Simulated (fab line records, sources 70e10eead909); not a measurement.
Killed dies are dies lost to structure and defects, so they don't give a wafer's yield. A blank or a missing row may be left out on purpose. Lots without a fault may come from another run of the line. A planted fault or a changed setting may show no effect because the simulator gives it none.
Chamber matching | flow nand_harc | NHARC_A_BLC_STRIP_21 on rie_diel-10: 4 sister chambers
The step strips in O2. 20 wafers are shown with their chamber, then 10 later ones without.

WAFERS WITH THEIR CHAMBER
wafer  | chamber | drypump_motor_current_A (A) | oes_product_au (a.u.) | rf_vpp_V (V)
L077.1 | 3       | 5.6                         | 0.986                 | 56.9
L077.2 | 1       | 5.2                         | 0.994                 | 56.8
L077.3 | 0       | 5.7                         | 1.001                 | 57.2
L078.2 | 1       | 5.2                         | 0.994                 | 57.6
L078.4 | 3       | 5.6                         | 0.980                 | 57.9
L078.6 | 2       | 6.5                         | 0.988                 | 56.4
L079.1 | 2       | 6.5                         | 0.985                 | 56.8
L079.2 | 3       | 5.6                         | 0.994                 | 56.3
L079.4 | 1       | 5.2                         | 1.000                 | 56.5
L080.1 | 3       | 5.6                         | 0.992                 | 59.4
L080.2 | 0       | 5.7                         | 0.996                 | 58.0
L080.4 | 2       | 6.5                         | 1.003                 | 58.9
L084.2 | 0       | 5.7                         | 1.005                 | 56.6
L084.3 | 1       | 5.2                         | 0.986                 | 57.9
L084.5 | 1       | 5.2                         | 0.993                 | 58.0
L088.1 | 2       | 6.5                         | 1.004                 | 57.4
L088.5 | 3       | 5.6                         | 0.990                 | 58.5
L088.6 | 2       | 6.5                         | 1.007                 | 57.7
L086.2 | 2       | 6.6                         | 0.989                 | 55.6
L086.3 | 0       | 5.7                         | 0.996                 | 57.2

SIGNATURES (means of the wafers above)
reading                 | chamber 0 | chamber 1 | chamber 2 | chamber 3 | scatter within a chamber
drypump_motor_current_A | 5.700     | 5.200     | 6.517     | 5.600     | 0.0228
oes_product_au          | 0.99950   | 0.99340   | 0.99600   | 0.98840   | 0.00683
rf_vpp_V                | 57.250    | 57.360    | 57.133    | 57.800    | 0.982
Rule: a wafer's distance from a chamber is the root of the sum, over the readings, of the square of ((its reading less the chamber's mean) divided by the reading's scatter). The wafer belongs to the nearest chamber; if the next one is less than 2 further off, it can't be placed. The scatter: the root of (the sum of the squares of (reading less its chamber's mean) over the shown wafers, divided by (wafers less chambers)).

WAFERS WITHOUT THEIR CHAMBER
wafer  | drypump_motor_current_A (A) | oes_product_au (a.u.) | rf_vpp_V (V)
L086.5 | 5.2                         | 0.989                 | 57.4
L087.3 | 6.6                         | 1.002                 | 58.6
L087.4 | 5.2                         | 0.986                 | 57.0
L087.5 | 5.7                         | 0.997                 | 56.9
L092.1 | 6.6                         | 0.984                 | 58.4
L092.5 | 5.6                         | 0.998                 | 56.4
L092.6 | 6.5                         | 1.000                 | 58.5
L096.1 | 5.2                         | 1.006                 | 56.8
L096.2 | 5.7                         | 1.023                 | 58.5
L096.3 | 6.5                         | 0.999                 | 58.3

WHICH CHAMBER EACH WENT THROUGH
wafer  | from the rows above | in truth
L086.5 | 1                   | 1
L087.3 | 2                   | 2
L087.4 | 1                   | 1
L087.5 | 0                   | 0
L092.1 | 2                   | 2
L092.5 | 3                   | 3
L092.6 | 2                   | 2
L096.1 | 1                   | 1
L096.2 | 0                   | 0
L096.3 | 2                   | 2
Placed correctly: 10 of 10. Can't be placed from these rows: 0. Placed wrongly: 0.
